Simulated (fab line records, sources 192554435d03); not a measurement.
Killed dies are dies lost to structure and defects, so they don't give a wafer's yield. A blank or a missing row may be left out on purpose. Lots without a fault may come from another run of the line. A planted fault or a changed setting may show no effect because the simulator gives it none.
A struck lot beside a sound one | flow n5_finfet | 16 steps out of a route of 1938
Sound: wafers L486.1, L486.3, L486.5. Struck: wafer L499.6. (L499.1 of the same lot was not struck and is left out.) The cause comes at the end.
At each step with rows: each side's tool, then ch and its chambers, then its first start. Under that, the readings that differ: sound wafers | struck wafers | difference of the means | sigmas: that difference in standard deviations of wafers without a fault.
alike: readings whose means differ by less than 2 such deviations, and words and numbers that are the same on both sides. not compared: withheld readings, readings that some wafer has no value for, bounds like >300 that may hide the same value, and numbers for which the record gives no deviation and whose values overlap.
The two part at a step that has a row with sigmas, a row that says differs or no value, or rows on one side only. Numbers that don't overlap but have no deviation are shown without sigmas and don't part them. A reading that every wafer of one side lacks parts them only if that side has two wafers or more.

first, 8 steps without rows for these wafers: N5_BEOL_M13_COAT_58 (time 60 s, resist thk 89 nm); N5_BEOL_M13_COAT_04 (resist thk 400 nm); N5_BEOL_M13_EBR_06; N5_BEOL_M13_SOFTBAKE_05 (time 60 s); N5_BEOL_M13_EXPOSE_07 (exposes mask V12); N5_BEOL_M13_PEB_08 (peb time 90 s); N5_BEOL_M13_DEVELOP_09 (develop time 45 s); N5_BEOL_M13_HARDBAKE_14 (time 120 s).
N5_BEOL_M13_CD_MEAS_10: target cd 190 nm.
  sound on cd_sem-02 ch 0, day 13 23:32; struck on cd_sem-03 ch 0, day 17 13:55
  alike: cd_nm
N5_BEOL_M13_OVL_MEAS_11:
  sound on overlay-01 ch 0, day 13 23:34; struck on overlay-02 ch 0, day 17 13:57
  alike: V12_OVL
N5_BEOL_M13_INSPECT_12: inspects for defects (macro).
  sound on defect_inspect-01, day 13 23:35; struck on defect_inspect-02, day 17 13:59
  alike: raw_defect_count
N5_BEOL_M13_DESCUM_15: chemistry O2, time 7.9 s.
  sound on rie_diel-04 ch 0,1,2, day 13 23:38; struck on rie_diel-02 ch 0, day 17 14:01
  alike: drypump_motor_current_A, oes_product_au, rf_vpp_V, showerhead_plenum_p_Torr, throttle_valve_pct
  not compared: rf_hours_counter_h
N5_BEOL_M13_ETCH_59: etches BARC in N2/H2, target depth 89 nm, overetch 26.7 nm, time 67.9 s.
  sound on rie_diel-04 ch 0,1,2, day 13 23:40; struck on rie_diel-02 ch 0, day 17 14:03
  reading                                    | sound         | struck | difference | sigmas
  model.coat_of_BEOL_M13_COAT_04.thk_nm (nm) | 315 321.2 318 | 329.8  | +11.7      |
  alike: drypump_motor_current_A, n2_flow_sccm, oes_product_au, rf_vpp_V, showerhead_plenum_p_Torr, throttle_valve_pct
  not compared: rf_hours_counter_h
N5_BEOL_M13_VIA_ETCH_16: etches SiOC in C4F8/O2/Ar, target depth 921.7 nm.
  sound on rie_diel-04 ch 0,1,2, day 13 23:43; struck on rie_diel-02 ch 0, day 17 14:06
  reading                                    | sound          | struck | difference | sigmas
  model.coat_of_BEOL_M13_COAT_04.thk_nm (nm) | 70.8 73.2 62.6 | 82.8   | +13.9      |
  alike: C4F8_flow_sccm, drypump_motor_current_A, oes_product_au, rf_vpp_V, showerhead_plenum_p_Torr, throttle_valve_pct
N5_BEOL_M13_STRIP_63: strips in N2/H2.
  sound on plasma_asher-01 ch 0,1, day 13 23:57; struck on plasma_asher-02 ch 0, day 17 14:20
  reading                      | sound             | struck | difference | sigmas
  oes_product_au (a.u.)        | 0.671 0.672 0.660 | 0.681  | +0.013     | +3
  strip_time_to_endpoint_s (s) | 27.9 28.6 25.5    | 31.3   | +4.0       | +4
  alike: drypump_motor_current_A, heater_power_w, n2_flow_sccm
  not compared: rf_hours_counter_h
N5_BEOL_M13_STRIP_64: strips in N2/H2.
  sound on plasma_asher-01 ch 0,1, day 14 00:01; struck on plasma_asher-02 ch 0, day 17 14:24
  reading                      | sound             | struck | difference | sigmas
  strip_time_to_endpoint_s (s) | 31.28 31.26 31.23 | 31.46  | +0.20      | +3
  alike: drypump_motor_current_A, heater_power_w, n2_flow_sccm, oes_product_au
  not compared: rf_hours_counter_h

WHERE THEY PART
First at N5_BEOL_M13_STRIP_63; last, within this record, at N5_BEOL_M13_STRIP_64.

WHY: what the simulator had put in
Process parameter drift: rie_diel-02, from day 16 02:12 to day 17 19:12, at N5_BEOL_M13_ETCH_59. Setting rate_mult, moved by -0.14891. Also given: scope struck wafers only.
